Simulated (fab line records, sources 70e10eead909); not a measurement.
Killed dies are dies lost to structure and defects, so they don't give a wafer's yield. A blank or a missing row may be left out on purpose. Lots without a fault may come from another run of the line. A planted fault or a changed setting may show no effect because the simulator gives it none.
fab line records | flow nand_harc
record lots=5 wafers=15 last_day=31
route steps=1302 shown A_CHANNEL_HOLE_D1@458
lots that met no fault: from a run of the same line without faults
start_h: hours from the record's first day to the start of the lot's first wafer shown | wait_h: hours since the lot's step before | " the same as in the row above | L1.1+2: a row that stands for several wafers | - no value, or no start given | * or withheld: withheld | < > ~ a bound
route shown NAME@n: a module of which the file shows steps, and the number in the route of the first | usual: mean/standard deviation of fault-free wafers | same: alike in all rows | chamber/n: place in a boat | sites: the reading at each site | _std_site: their standard deviation | _edge_site: outer sites' mean less inner sites' | radius_mm: how far each site lies from the wafer's centre | mask NAME#n: copy n | behind: the tool/chamber that last shaped the wafer | hold: why the lot was held/for how many hours/how that ended | device: the transistor (n, p or np) that didn't switch | end of line: the same wafers' tests at the end of the route | a step without rows: its recipe alone | killed: dies lost to structure and defects at the first sort, not the wafer's yield | map: a wafer's dies, x killed, . not, _ none there
set.NAME: the setting as run; set.NAME@STEP: as run at that earlier step | model.NAME: the simulator's own value behind a step, which no gauge read
lots at some steps of the route; a table a step, a row a wafer
services: from which hour (start_h, from the record's first day; less than 0 if before it) a tool's chamber was out of use, for how many hours, and why
## steps
# step NHARC_A_CHANNEL_HOLE_D1_EBR_06
# columns lot.wafer tool chamber start_h wait_h
L078.1+4+5 litho_track-06 0 - -
L080.1+2+5 litho_track-01 0 - -
L084.1+2+3 litho_track-01 0 - -
L090.3+4+5 litho_track-01 0 - -
L092.3+4+5 litho_track-01 0 - -
# step NHARC_A_CHANNEL_HOLE_D1_EXPOSE_07
# recipe na=1.35 target_cd_nm=100 sigma_outer=0.3 dose_mj=59.65 mask_id=HOLE_D1
# same na=1.35
# columns lot.wafer tool chamber start_h wait_h mask
L078.1+4+5 arfi_scanner-01 0 219.22 - HOLE_D1#0
L080.1+2+5 arfi_scanner-01 0 241.49 - HOLE_D1#0
L084.1+2+3 arfi_scanner-03 0 287.26 - HOLE_D1#0
L090.3+4+5 arfi_scanner-01 0 342.04 - HOLE_D1#0
L092.3+4+5 arfi_scanner-01 0 358.39 - HOLE_D1#0
# step NHARC_A_CHANNEL_HOLE_D1_PEB_08
# recipe peb_temp_c=100 peb_time_s=65
# columns lot.wafer tool chamber start_h wait_h
L078.1+4+5 litho_track-01 0 219.28 0.1
L080.1+2+5 litho_track-06 0 241.55 0.1
L084.1+2+3 litho_track-04 0 287.32 0.1
L090.3+4+5 litho_track-06 0 342.09 0.0
L092.3+4+5 litho_track-01 0 358.44 0.0
# step NHARC_A_CHANNEL_HOLE_D1_DEVELOP_09
# recipe develop_time_s=35 dev_temp_c=23
# columns lot.wafer tool chamber start_h wait_h
L078.1+4+5 litho_track-01 0 - -
L080.1+2+5 litho_track-06 0 - -
L084.1+2+3 litho_track-04 0 - -
L090.3+4+5 litho_track-06 0 - -
L092.3+4+5 litho_track-01 0 - -
# step NHARC_A_CHANNEL_HOLE_D1_CD_MEAS_10
# recipe target_cd_nm=100 landing_energy_ev=500
# usual cd_nm=99.9/0.56
# same landing_energy_ev=500
# columns lot.wafer tool chamber start_h wait_h cd_nm
L078.1 cd_sem-01 0 219.36 - 99.6
L078.4 " 0 " " 100.8
L078.5 " 0 " " 99.4
L080.1 cd_sem-01 0 241.63 - 99.6
L080.2 " 0 " " 99.8
L080.5 " 0 " " 99.0
L084.1 cd_sem-01 0 287.40 - 100.3
L084.2 " 0 " " 100.0
L084.3 " 0 " " 100.1
L090.3 cd_sem-01 0 342.17 - 99.4
L090.4 " 0 " " 99.0
L090.5 " 0 " " 99.4
L092.3 cd_sem-03 0 358.52 - 99.9
L092.4 " 0 " " 100.7
L092.5 " 0 " " 99.4
# step NHARC_A_CHANNEL_HOLE_D1_OVL_MEAS_11
# usual overlay_x_nm=0.3/0.65 overlay_y_nm=-0.1/0.76
# columns lot.wafer tool chamber start_h wait_h overlay_x_nm overlay_y_nm
L078.1 overlay-01 - 219.45 - -0.3 -0.9
L078.4 " - " " -0.3 0.0
L078.5 " - " " -0.3 -0.2
L080.1 overlay-01 - 241.72 - 0.6 -0.6
L080.2 " - " " 0.4 -1.1
L080.5 " - " " 0.0 -1.0
L084.1 overlay-02 - 287.48 - 0.8 1.1
L084.2 " - " " 0.4 0.8
L084.3 " - " " 1.1 0.6
L090.3 overlay-02 - 342.26 - -0.1 -0.5
L090.4 " - " " 0.2 0.4
L090.5 " - " " -1.2 0.5
L092.3 overlay-02 - 358.61 - 0.9 -0.6
L092.4 " - " " 0.0 -0.3
L092.5 " - " " 1.0 -0.5
# step NHARC_A_CHANNEL_HOLE_D1_INSPECT_12
# usual raw_defect_count=5.1/2.9
# columns lot.wafer tool chamber start_h wait_h raw_defect_count
L078.1 defect_inspect-01 - 219.48 0.0 6
L078.4 " - " " 9
L078.5 " - " " 18
L080.1 defect_inspect-02 - 241.76 0.0 5
L080.2 " - " " 6
L080.5 " - " " 4
L084.1 defect_inspect-01 - 287.52 0.0 4
L084.2 " - " " 6
L084.3 " - " " 9
L090.3 defect_inspect-02 - 342.29 0.0 5
L090.4 " - " " 11
L090.5 " - " " 3
L092.3 defect_inspect-01 - 358.64 0.0 6
L092.4 " - " " 3
L092.5 " - " " 8
# step NHARC_A_CHANNEL_HOLE_D1_DESCUM_15
# recipe time_s=3 o2_flow_sccm=200 ar_flow_sccm=0 bias_power_w=0 chemistry=O2
# usual drypump_motor_current_A=5.8/0.48 oes_product_au=0.998/0.0085 rf_vpp_V=57.8/0.84 showerhead_plenum_p_Torr=1.91/0.092 throttle_valve_pct=11.311/0.0094
# columns lot.wafer tool chamber start_h wait_h drypump_motor_current_A oes_product_au rf_hours_counter_h rf_vpp_V showerhead_plenum_p_Torr throttle_valve_pct
L078.4 rie_diel-10 0 219.55 0.1 6.5 1.015 12 57.4 1.87 11.310
L078.1 " 1 " " 5.9 0.989 12 57.1 1.78 11.284
L078.5 " 1 " " 5.9 0.985 - 58.7 1.78 11.307
L080.1 rie_diel-04 0 241.83 0.1 6.3 0.995 17 59.7 1.95 11.312
L080.2 " 1 " " 5.0 1.000 17 57.6 2.00 11.315
L080.5 " 3 " " 5.2 0.998 - 57.6 1.82 11.323
L084.1 rie_diel-10 3 287.58 0.1 5.4 0.994 3 58.7 2.01 11.300
L084.2 " 0 " " 6.5 0.989 3 59.2 1.87 11.316
L084.3 " 2 " " 5.6 0.990 3 58.5 1.99 11.318
L090.4 rie_diel-10 2 342.35 0.1 5.6 0.999 6 58.2 1.99 11.328
L090.3 " 1 " " 5.9 0.987 8 58.4 1.78 11.329
L090.5 " 2 " " 5.7 1.000 - 58.0 1.99 11.301
L092.3 rie_diel-10 1 358.70 0.1 5.8 0.983 9 59.2 1.78 11.315
L092.4 " 2 " " 5.6 0.992 8 58.8 1.99 11.308
L092.5 " 1 " " 5.8 0.988 - 58.0 1.78 11.300
# step NHARC_A_CHANNEL_HOLE_D1_ETCH_38
# recipe target_depth_a=390 over_etch_frac=0.3 time_s=65 ion_energy_ev=80 cf4_flow_sccm=150 ar_flow_sccm=0 rf_w=300 bias_w=100 chemistry=CF4
# usual drypump_motor_current_A=5.8/0.48 oes_product_au=0.997/0.0089 rf_vpp_V=151.4/1.2 showerhead_plenum_p_Torr=1.77/0.077 throttle_valve_pct=13.283/0.0081
# columns lot.wafer tool chamber start_h wait_h drypump_motor_current_A oes_product_au rf_hours_counter_h rf_vpp_V showerhead_plenum_p_Torr throttle_valve_pct
L078.4 rie_diel-10 0 219.64 0.1 6.5 0.996 12 150.7 1.74 13.293
L078.1 " 2 " " 5.6 0.998 12 153.3 1.83 13.265
L078.5 " 0 " " 6.5 1.001 - 150.4 1.74 13.264
L080.1 rie_diel-04 0 241.90 0.1 6.3 0.998 17 151.6 1.80 13.273
L080.2 " 1 " " 5.0 1.000 17 152.0 1.84 13.276
L080.5 " 1 " " 5.0 0.993 - 152.9 1.84 13.289
L084.2 rie_diel-10 1 287.67 0.1 5.9 0.993 3 150.8 1.66 13.291
L084.3 " 2 " " 5.6 0.994 3 152.3 1.83 13.290
L084.1 " 3 " " 5.4 0.991 3 152.0 1.85 13.279
L090.3 rie_diel-10 2 342.44 0.1 5.6 1.000 7 152.6 1.83 13.293
L090.4 " 0 " " 6.5 1.008 7 151.6 1.73 13.283
L090.5 " 2 " " 5.6 1.001 - 153.9 1.83 13.290
L092.3 rie_diel-10 2 358.79 0.1 5.6 1.001 8 152.7 1.83 13.282
L092.4 " 0 " " 6.5 0.992 9 151.1 1.73 13.299
L092.5 " 1 " " 5.8 0.998 - 150.8 1.65 13.275
# step NHARC_A_CHANNEL_HOLE_D1_ETCH_39
# recipe target_depth_a=2600 over_etch_frac=0.3 time_s=325 ion_energy_ev=200 n2_flow_sccm=150 h2_flow_sccm=150 ar_flow_sccm=0 rf_w=400 bias_w=150 chemistry=N2/H2
# usual drypump_motor_current_A=5.8/0.47 h2_flow_sccm=150.0/0.51 oes_product_au=0.997/0.0095 rf_vpp_V=430.4/2.9 showerhead_plenum_p_Torr=2.03/0.1 throttle_valve_pct=14.171/0.0086
# columns lot.wafer tool chamber start_h wait_h drypump_motor_current_A h2_flow_sccm oes_product_au rf_hours_counter_h rf_vpp_V showerhead_plenum_p_Torr throttle_valve_pct
L078.1 rie_diel-10 3 - - 5.4 150.4 0.989 12 434.3 2.15 14.184
L078.4 " 0 " " 6.5 150.9 0.996 12 429.3 2.00 14.159
L078.5 " 3 " " 5.4 151.5 1.000 - 433.4 2.15 14.171
L080.1 rie_diel-04 0 - - 6.3 151.1 0.997 17 431.4 2.08 14.185
L080.2 " 3 " " 5.2 150.0 1.000 15 429.3 1.93 14.174
L080.5 " 1 " " 5.0 150.5 1.007 - 432.9 2.13 14.165
L084.2 rie_diel-10 1 - - 5.9 149.7 0.994 3 425.8 1.90 14.182
L084.1 " 2 " " 5.6 149.5 0.998 3 435.0 2.12 14.154
L084.3 " 0 " " 6.5 149.9 0.994 3 429.6 1.99 14.157
L090.4 rie_diel-10 1 - - 5.9 150.0 0.978 8 425.9 1.89 14.176
L090.3 " 0 " " 6.5 150.0 0.999 7 429.3 1.99 14.168
L090.5 " 2 " " 5.7 150.1 0.991 - 434.1 2.12 14.162
L092.3 rie_diel-10 1 - - 5.9 149.5 0.993 9 426.3 1.89 14.178
L092.4 " 3 " " 5.4 149.4 0.999 9 433.9 2.15 14.162
L092.5 " 1 " " 5.9 149.4 0.988 - 427.0 1.89 14.164
# step NHARC_A_CHANNEL_HOLE_D1_ETCH_34
# recipe target_depth_a=1540 time_s=77 cf4_flow_sccm=100 chf3_flow_sccm=30 ar_flow_sccm=0 rf_w=500 bias_w=200 chemistry=CF4/CHF3
# usual drypump_motor_current_A=5.8/0.47 oes_product_au=0.946/0.024 rf_vpp_V=370.6/2.6 showerhead_plenum_p_Torr=1.58/0.071 throttle_valve_pct=16.802/0.0094
# columns lot.wafer tool chamber start_h wait_h drypump_motor_current_A oes_product_au rf_hours_counter_h rf_vpp_V showerhead_plenum_p_Torr throttle_valve_pct
L078.1 rie_diel-10 2 - - 5.6 0.926 12 371.3 1.63 16.796
L078.4 " 1 " " 5.9 0.915 12 366.2 1.47 16.808
L078.5 " 3 " " 5.4 0.926 - 374.4 1.65 16.806
L080.1 rie_diel-04 3 - - 5.2 0.948 15 367.0 1.50 16.794
L080.2 " 0 " " 6.3 0.983 17 372.7 1.60 16.820
L080.5 " 3 " " 5.2 0.959 - 367.4 1.50 16.780
L084.3 rie_diel-10 3 - - 5.4 0.962 3 371.5 1.65 16.813
L084.2 " 1 " " 5.9 0.977 3 366.8 1.47 16.811
L084.1 " 2 " " 5.6 0.975 3 372.7 1.63 16.805
L090.4 rie_diel-10 2 - - 5.6 0.923 7 372.3 1.63 16.790
L090.3 " 3 " " 5.4 0.919 7 373.1 1.65 16.804
L090.5 " 1 " " 5.9 0.899 - 366.5 1.47 16.810
L092.4 rie_diel-10 2 - - 5.6 0.957 8 372.5 1.63 16.801
L092.3 " 3 " " 5.4 0.972 9 375.3 1.65 16.811
L092.5 " 2 " " 5.6 0.958 - 372.0 1.63 16.784
# step NHARC_A_CHANNEL_HOLE_D1_ETCH_16
# recipe target_depth_a=31000 over_etch_frac=0.3 time_s=806 ion_energy_ev=150 o2_flow_sccm=400 cos_flow_sccm=20 ar_flow_sccm=0 rf_w=500 bias_w=300 chemistry=O2/COS
# usual drypump_motor_current_A=5.8/0.48 oes_product_au=0.999/0.0091 rf_vpp_V=314.2/2.3 showerhead_plenum_p_Torr=3.13/0.14 throttle_valve_pct=28.330/0.0086
# columns lot.wafer tool chamber start_h wait_h drypump_motor_current_A oes_product_au rf_hours_counter_h rf_vpp_V showerhead_plenum_p_Torr throttle_valve_pct
L078.1 rie_diel-10 0 - - 6.5 0.999 13 311.4 3.06 28.320
L078.4 " 2 " " 5.6 0.986 12 316.7 3.24 28.341
L078.5 " 1 " " 5.9 0.991 - 312.0 2.92 28.324
L080.2 rie_diel-04 2 - - 5.3 0.991 16 310.1 2.93 28.338
L080.1 " 3 " " 5.2 0.987 15 310.9 2.97 28.334
L080.5 " 3 " " 5.2 0.987 - 311.3 2.97 28.329
L084.2 rie_diel-10 3 - - 5.4 0.994 3 317.0 3.28 28.329
L084.1 " 0 " " 6.5 1.006 3 313.4 3.06 28.333
L084.3 " 2 " " 5.6 1.004 3 314.7 3.24 28.322
L090.3 rie_diel-10 0 - - 6.5 0.999 8 313.7 3.06 28.327
L090.4 " 1 " " 5.9 0.980 8 309.5 2.92 28.329
L090.5 " 3 " " 5.4 0.996 - 314.4 3.27 28.332
L092.3 rie_diel-10 3 - - 5.4 1.000 9 317.0 3.27 28.333
L092.4 " 1 " " 5.9 0.979 9 310.8 2.92 28.330
L092.5 " 3 " " 5.4 0.994 - 316.8 3.27 28.333
# step NHARC_A_CHANNEL_HOLE_D1_CD_MEAS_18
# usual cd_nm=99.3/2
# columns lot.wafer tool chamber start_h wait_h cd_nm
L078.1 cd_sem-03 - 220.65 - 100.2
L078.4 " - " " 102.5
L078.5 " - " " 100.8
L080.1 cd_sem-01 - 242.93 - 100.9
L080.2 " - " " 99.0
L080.5 " - " " 96.8
L084.1 cd_sem-01 - 288.69 - 96.9
L084.2 " - " " 100.2
L084.3 " - " " 97.5
L090.3 cd_sem-02 - 343.46 - 98.2
L090.4 " - " " 99.8
L090.5 " - " " 99.1
L092.3 cd_sem-01 - 359.82 - 99.3
L092.4 " - " " 102.4
L092.5 " - " " 99.1
# step NHARC_A_CHANNEL_HOLE_D1_ETCH_19
# recipe bias_v=1200 source_w=2500 pressure_mtorr=15 time_s=34.5 ar_flow_sccm=375 c4f8_flow_sccm=28.8 o2_flow_sccm=96.2 temp_c=-20 target_depth_a=* chemistry=C4F8/O2/Ar
# usual bias_v=1200/12 drypump_motor_current_A=5.62/0.28 showerhead_plenum_p_Torr=3.55/0.099 throttle_valve_pct=37.039/0.0098
# columns lot.wafer tool chamber start_h wait_h bias_v drypump_motor_current_A rf_hours_counter_h showerhead_plenum_p_Torr throttle_valve_pct
L078.1 har_etch-01 0 220.74 0.1 1211 5.28 111 3.58 37.039
L078.4 " 0 " " 1190 5.28 - 3.58 37.049
L078.5 " 0 " " 1194 5.28 - 3.58 37.029
L080.1 har_etch-02 0 245.24 2.3 1174 6.09 317 3.59 37.045
L080.2 " 1 " " 1189 5.57 332 3.50 37.029
L080.5 " 1 " " 1211 5.59 - 3.50 37.042
L084.2 har_etch-01 0 288.85 0.2 1166 5.29 149 3.56 37.053
L084.1 " 1 " " 1199 5.51 149 3.51 37.040
L084.3 " 0 " " 1170 5.28 - 3.56 37.045
L090.3 har_etch-01 1 343.56 0.1 1196 5.51 - 3.49 37.027
L090.4 " 0 " " 1200 5.31 - 3.54 37.050
L090.5 " 0 " " 1200 5.30 - 3.54 37.034
L092.4 har_etch-02 0 365.77 5.9 1208 6.08 - 3.55 37.042
L092.3 " 1 " " 1205 5.57 - 3.47 37.030
L092.5 " 0 " " 1204 6.07 - 3.55 37.029
# step NHARC_A_CHANNEL_HOLE_D1_ETCH_20
# recipe bias_v=3000 source_w=withheld pressure_mtorr=20 time_s=361.9 ar_flow_sccm=375 c4f8_flow_sccm=89.3 o2_flow_sccm=35.7 temp_c=-20 target_depth_a=16000 chemistry=C4F8/O2/Ar
# usual drypump_motor_current_A=5.62/0.29 showerhead_plenum_p_Torr=3.51/0.095 throttle_valve_pct=32.155/0.01
# columns lot.wafer tool chamber start_h wait_h drypump_motor_current_A rf_hours_counter_h showerhead_plenum_p_Torr throttle_valve_pct
L078.1 har_etch-01 0 220.89 0.1 5.29 111 3.54 32.145
L078.4 " 0 " " 5.26 - 3.54 32.160
L078.5 " 0 " " 5.28 - 3.54 32.146
L080.1 har_etch-02 0 245.36 0.1 6.09 317 3.55 32.154
L080.2 " 1 " " 5.60 332 3.47 32.158
L080.5 " 1 " " 5.58 - 3.47 32.137
L084.2 har_etch-01 0 288.97 0.1 5.28 149 3.52 32.150
L084.1 " 1 " " 5.53 149 3.48 32.167
L084.3 " 0 " " 5.25 - 3.52 32.176
L090.3 har_etch-01 1 343.74 0.2 5.51 - 3.46 32.167
L090.4 " 0 " " 5.29 - 3.50 32.156
L090.5 " 0 " " 5.28 - 3.50 32.145
L092.4 har_etch-02 0 365.95 0.2 6.10 - 3.51 32.158
L092.3 " 1 " " 5.57 - 3.44 32.148
L092.5 " 0 " " 6.08 - 3.51 32.141
# step NHARC_A_CHANNEL_HOLE_D1_ETCH_21
# recipe bias_v=3000 source_w=withheld pressure_mtorr=20 time_s=514.3 ar_flow_sccm=375 c4f8_flow_sccm=89.3 o2_flow_sccm=35.7 temp_c=-20 target_depth_a=16000 chemistry=C4F8/O2/Ar
# usual drypump_motor_current_A=5.62/0.29 showerhead_plenum_p_Torr=3.51/0.095 throttle_valve_pct=32.154/0.0085
# columns lot.wafer tool chamber start_h wait_h drypump_motor_current_A rf_hours_counter_h showerhead_plenum_p_Torr throttle_valve_pct
L078.1 har_etch-01 0 221.23 0.3 5.30 111 3.54 32.154
L078.4 " 0 " " 5.30 - 3.54 32.156
L078.5 " 0 " " 5.30 - 3.54 32.149
L080.1 har_etch-02 0 245.66 0.3 6.06 318 3.55 32.137
L080.2 " 1 " " 5.59 333 3.47 32.145
L080.5 " 1 " " 5.58 - 3.47 32.158
L084.2 har_etch-01 0 289.28 0.3 5.28 150 3.52 32.150
L084.1 " 1 " " 5.51 150 3.48 32.169
L084.3 " 0 " " 5.29 - 3.52 32.161
L090.3 har_etch-01 1 344.10 0.3 5.53 - 3.46 32.173
L090.4 " 0 " " 5.27 - 3.50 32.142
L090.5 " 0 " " 5.28 - 3.50 32.138
L092.4 har_etch-02 0 366.31 0.3 6.07 - 3.51 32.153
L092.3 " 1 " " 5.58 - 3.44 32.155
L092.5 " 0 " " 6.08 - 3.51 32.164
# step NHARC_A_CHANNEL_HOLE_D1_ETCH_22
# recipe bias_v=3000 source_w=withheld pressure_mtorr=20 time_s=666.7 ar_flow_sccm=375 c4f8_flow_sccm=89.3 o2_flow_sccm=35.7 temp_c=-20 target_depth_a=16000 chemistry=C4F8/O2/Ar
# usual drypump_motor_current_A=5.62/0.29 showerhead_plenum_p_Torr=3.51/0.095 throttle_valve_pct=32.153/0.0095
# columns lot.wafer tool chamber start_h wait_h drypump_motor_current_A rf_hours_counter_h showerhead_plenum_p_Torr throttle_valve_pct
L078.1 har_etch-01 0 221.69 0.4 5.26 112 3.54 32.162
L078.4 " 0 " " 5.27 - 3.54 32.172
L078.5 " 0 " " 5.27 - 3.54 32.152
L080.1 har_etch-02 0 246.11 0.4 6.11 318 3.55 32.140
L080.2 " 1 " " 5.58 333 3.47 32.162
L080.5 " 1 " " 5.57 - 3.47 32.168
L084.2 har_etch-01 0 289.72 0.4 5.28 150 3.52 32.133
L084.1 " 1 " " 5.53 150 3.48 32.140
L084.3 " 0 " " 5.26 - 3.52 32.141
L090.3 har_etch-01 1 344.58 0.4 5.52 - 3.46 32.161
L090.4 " 0 " " 5.28 - 3.50 32.152
L090.5 " 0 " " 5.29 - 3.50 32.149
L092.4 har_etch-02 0 366.79 0.4 6.09 - 3.51 32.140
L092.3 " 1 " " 5.58 - 3.44 32.172
L092.5 " 0 " " 6.12 - 3.51 32.141
# step NHARC_A_CHANNEL_HOLE_D1_ETCH_23
# recipe bias_v=5000 source_w=withheld pressure_mtorr=20 time_s=819 ar_flow_sccm=375 c4f8_flow_sccm=89.3 o2_flow_sccm=35.7 temp_c=-20 target_depth_a=16000 chemistry=C4F8/O2/Ar
# usual drypump_motor_current_A=5.62/0.29 showerhead_plenum_p_Torr=3.51/0.095 throttle_valve_pct=32.156/0.0076
# columns lot.wafer tool chamber start_h wait_h drypump_motor_current_A rf_hours_counter_h showerhead_plenum_p_Torr throttle_valve_pct
L078.1 har_etch-01 0 222.29 0.5 5.29 112 3.54 32.148
L078.4 " 0 " " 5.29 - 3.54 32.173
L078.5 " 0 " " 5.28 - 3.54 32.158
L080.1 har_etch-02 0 246.67 0.5 6.08 319 3.55 32.161
L080.2 " 1 " " 5.60 334 3.47 32.158
L080.5 " 1 " " 5.59 - 3.47 32.161
L084.2 har_etch-01 0 290.29 0.5 5.28 151 3.52 32.162
L084.1 " 1 " " 5.52 151 3.48 32.161
L084.3 " 0 " " 5.29 - 3.52 32.158
L090.3 har_etch-01 1 345.20 0.5 5.52 - 3.46 32.149
L090.4 " 0 " " 5.30 - 3.50 32.148
L090.5 " 0 " " 5.28 - 3.50 32.145
L092.4 har_etch-02 0 367.40 0.5 6.07 - 3.51 32.151
L092.3 " 1 " " 5.58 - 3.44 32.159
L092.5 " 0 " " 6.08 - 3.51 32.146
# step NHARC_A_CHANNEL_HOLE_D1_ETCH_24
# recipe bias_v=5000 source_w=withheld pressure_mtorr=20 time_s=906.2 ar_flow_sccm=375 c4f8_flow_sccm=93.8 o2_flow_sccm=31.2 temp_c=-20 target_depth_a=15000 chemistry=C4F8/O2/Ar
# usual drypump_motor_current_A=5.62/0.29 showerhead_plenum_p_Torr=3.51/0.094 throttle_valve_pct=32.235/0.009
# columns lot.wafer tool chamber start_h wait_h drypump_motor_current_A rf_hours_counter_h showerhead_plenum_p_Torr throttle_valve_pct
L078.1 har_etch-01 0 223.01 0.6 5.28 113 3.54 32.232
L078.4 " 0 " " 5.29 - 3.54 32.222
L078.5 " 0 " " 5.31 - 3.54 32.228
L080.1 har_etch-02 0 247.37 0.6 6.06 319 3.54 32.245
L080.2 " 1 " " 5.56 334 3.46 32.235
L080.5 " 1 " " 5.60 - 3.46 32.242
L084.2 har_etch-01 0 290.99 0.6 5.28 151 3.52 32.227
L084.1 " 1 " " 5.51 151 3.47 32.226
L084.3 " 0 " " 5.28 - 3.52 32.244
L090.3 har_etch-01 1 345.91 0.6 5.51 - 3.46 32.227
L090.4 " 0 " " 5.27 - 3.50 32.231
L090.5 " 0 " " 5.26 - 3.50 32.241
L092.4 har_etch-02 0 368.11 0.6 6.07 - 3.51 32.217
L092.3 " 1 " " 5.58 - 3.43 32.253
L092.5 " 0 " " 6.07 - 3.51 32.231
# step NHARC_A_CHANNEL_HOLE_D1_ETCH_25
# recipe bias_v=5000 source_w=withheld pressure_mtorr=20 time_s=1040.2 ar_flow_sccm=375 c4f8_flow_sccm=93.8 o2_flow_sccm=31.2 temp_c=-20 target_depth_a=15000 chemistry=C4F8/O2/Ar
# usual drypump_motor_current_A=5.62/0.29 showerhead_plenum_p_Torr=3.51/0.094 throttle_valve_pct=32.235/0.0097
# columns lot.wafer tool chamber start_h wait_h drypump_motor_current_A rf_hours_counter_h showerhead_plenum_p_Torr throttle_valve_pct
L078.1 har_etch-01 0 223.79 0.7 5.27 114 3.54 32.239
L078.4 " 0 " " 5.26 - 3.54 32.246
L078.5 " 0 " " 5.30 - 3.54 32.245
L080.1 har_etch-02 0 248.15 0.7 6.08 320 3.54 32.223
L080.2 " 1 " " 5.59 335 3.46 32.224
L080.5 " 1 " " 5.58 - 3.46 32.243
L084.2 har_etch-01 0 291.76 0.6 5.26 152 3.52 32.236
L084.1 " 1 " " 5.52 152 3.47 32.234
L084.3 " 0 " " 5.27 - 3.51 32.246
L090.3 har_etch-01 1 346.72 0.7 5.53 - 3.46 32.225
L090.4 " 0 " " 5.28 - 3.50 32.246
L090.5 " 0 " " 5.31 - 3.50 32.233
L092.4 har_etch-02 0 368.92 0.7 6.13 - 3.51 32.222
L092.3 " 1 " " 5.58 - 3.43 32.244
L092.5 " 0 " " 6.10 - 3.51 32.246
# step NHARC_A_CHANNEL_HOLE_D1_ETCH_26
# recipe bias_v=300 source_w=2000 pressure_mtorr=30 time_s=224.1 ar_flow_sccm=375 c4f8_flow_sccm=11.4 o2_flow_sccm=113.6 temp_c=-20 target_depth_a=3000 chemistry=C4F8/O2/Ar
# usual bias_v=299.3/2.9 drypump_motor_current_A=5.62/0.29 showerhead_plenum_p_Torr=3.55/0.1 throttle_valve_pct=24.585/0.0096
# columns lot.wafer tool chamber start_h wait_h bias_v drypump_motor_current_A rf_hours_counter_h showerhead_plenum_p_Torr throttle_valve_pct
L078.1 har_etch-01 0 224.55 0.6 305.3 5.27 114 3.58 24.580
L078.4 " 0 " " 299.6 5.26 - 3.58 24.579
L078.5 " 0 " " 304.9 5.26 - 3.58 24.571
L080.1 har_etch-02 0 249.03 0.7 297.4 6.07 321 3.59 24.577
L080.2 " 1 " " 301.1 5.58 336 3.50 24.587
L080.5 " 1 " " 295.5 5.58 - 3.50 24.589
L084.2 har_etch-01 0 292.65 0.7 295.9 5.29 153 3.56 24.585
L084.1 " 1 " " 301.3 5.50 153 3.51 24.590
L084.3 " 0 " " 297.1 5.29 - 3.56 24.584
L090.3 har_etch-01 1 347.37 0.5 298.2 5.53 - 3.49 24.598
L090.4 " 0 " " 295.4 5.28 - 3.54 24.566
L090.5 " 0 " " 296.7 5.29 - 3.54 24.575
L092.4 har_etch-02 0 369.58 0.5 295.3 6.06 - 3.55 24.578
L092.3 " 1 " " 299.8 5.59 - 3.47 24.573
L092.5 " 0 " " 298.1 6.08 - 3.55 24.585
# step NHARC_A_CHANNEL_HOLE_D1_ETCH_33
# recipe bias_v=400 source_w=2000 pressure_mtorr=25 time_s=90 ar_flow_sccm=375 c4f8_flow_sccm=41.7 o2_flow_sccm=83.3 temp_c=-20 target_depth_a=4000 chemistry=C4F8/O2/Ar
# usual bias_v=399/4.1 drypump_motor_current_A=5.62/0.29 showerhead_plenum_p_Torr=3.54/0.098 throttle_valve_pct=27.620/0.0096
# columns lot.wafer tool chamber start_h wait_h bias_v drypump_motor_current_A rf_hours_counter_h showerhead_plenum_p_Torr throttle_valve_pct
L078.1 har_etch-01 0 224.75 0.2 400 5.28 114 3.57 27.607
L078.4 " 0 " " 396 5.30 - 3.57 27.616
L078.5 " 0 " " 396 5.31 - 3.57 27.615
L080.1 har_etch-02 0 249.23 0.2 397 6.10 321 3.58 27.604
L080.2 " 1 " " 395 5.59 336 3.50 27.622
L080.5 " 1 " " 394 5.59 - 3.50 27.637
L084.2 har_etch-01 0 292.85 0.2 399 5.26 153 3.55 27.630
L084.1 " 1 " " 406 5.49 153 3.51 27.620
L084.3 " 0 " " 399 5.26 - 3.55 27.622
L090.3 har_etch-01 1 347.57 0.2 404 5.52 - 3.49 27.611
L090.4 " 0 " " 396 5.28 - 3.53 27.625
L090.5 " 0 " " 402 5.27 - 3.53 27.622
L092.4 har_etch-02 0 369.77 0.2 399 6.06 - 3.54 27.612
L092.3 " 1 " " 397 5.60 - 3.47 27.615
L092.5 " 0 " " 392 6.08 - 3.54 27.615
# step NHARC_A_CHANNEL_HOLE_D1_STRIP_41
# recipe n2_flow_sccm=150 h2_flow_sccm=150 ar_flow_sccm=0 bias_w=0 chemistry=N2/H2
# columns lot.wafer tool chamber start_h wait_h
L078.4+1+5 rie_diel-10 1,2,1 225.25 0.4
L080.1+2+5 rie_diel-04 0,1,0 249.87 0.6
L084.1+3+2 rie_diel-10 0,1,2 293.38 0.5
L090.4+3+5 rie_diel-10 0,1,1 348.03 0.4
L092.3+4+5 rie_diel-10 0,1,3 370.26 0.4
# step NHARC_A_CHANNEL_HOLE_D1_STRIP_42
# recipe cf4_flow_sccm=100 chf3_flow_sccm=30 ar_flow_sccm=0 bias_w=0 chemistry=CF4/CHF3
# columns lot.wafer tool chamber start_h wait_h
L078.4+1+5 rie_diel-10 3,1,2 225.34 0.1
L080.2+1+5 rie_diel-04 2,0,2 249.97 0.1
L084.3+1+2 rie_diel-10 2,3,0 293.47 0.1
L090.4+3+5 rie_diel-10 1,2,3 348.14 0.1
L092.3+4+5 rie_diel-10 1,2,1 370.34 0.1
# step NHARC_A_CHANNEL_HOLE_D1_STRIP_43
# recipe o2_flow_sccm=400 cos_flow_sccm=20 ar_flow_sccm=0 bias_w=0 chemistry=O2/COS
# columns lot.wafer tool chamber start_h wait_h
L078.4+1+5 rie_diel-10 3,1,0 225.40 0.1
L080.1+2+5 rie_diel-04 3,1,0 250.03 0.0
L084.2+3+1 rie_diel-10 3,0,1 293.53 0.1
L090.3+4+5 rie_diel-10 1,2,0 348.20 0.1
L092.4+3+5 rie_diel-10 3,2,0 370.40 0.1
## services
# columns tool chamber start_h hours kind
arfi_scanner-03 - 196.00 4.0 pm
rie_diel-10 0 197.35 - clean
rie_diel-10 1 197.35 - clean
rie_diel-10 2 197.35 - clean
rie_diel-10 3 197.35 - clean
litho_track-04 - 203.00 7.0 pm
rie_diel-10 0 221.85 - clean
rie_diel-10 1 221.85 - clean
rie_diel-10 2 221.85 - clean
rie_diel-10 3 221.85 - clean
rie_diel-04 - 235.67 0.9 repair
rie_diel-10 - 242.65 9.0 pm
arfi_scanner-01 - 252.00 4.0 pm
rie_diel-04 1 270.51 8.7 repair
rie_diel-10 2 323.97 10.4 repair
arfi_scanner-01 - 326.01 3.0 repair
litho_track-01 - 330.00 7.0 pm
arfi_scanner-03 - 344.20 11.4 repair
rie_diel-04 1 349.22 6.3 repair
litho_track-06 - 354.01 7.0 pm
arfi_scanner-01 - 354.97 0.7 repair
rie_diel-04 - 354.97 9.0 pm
arfi_scanner-03 - 368.00 4.0 pm
rie_diel-04 - 369.12 1.9 repair
## key
fault none
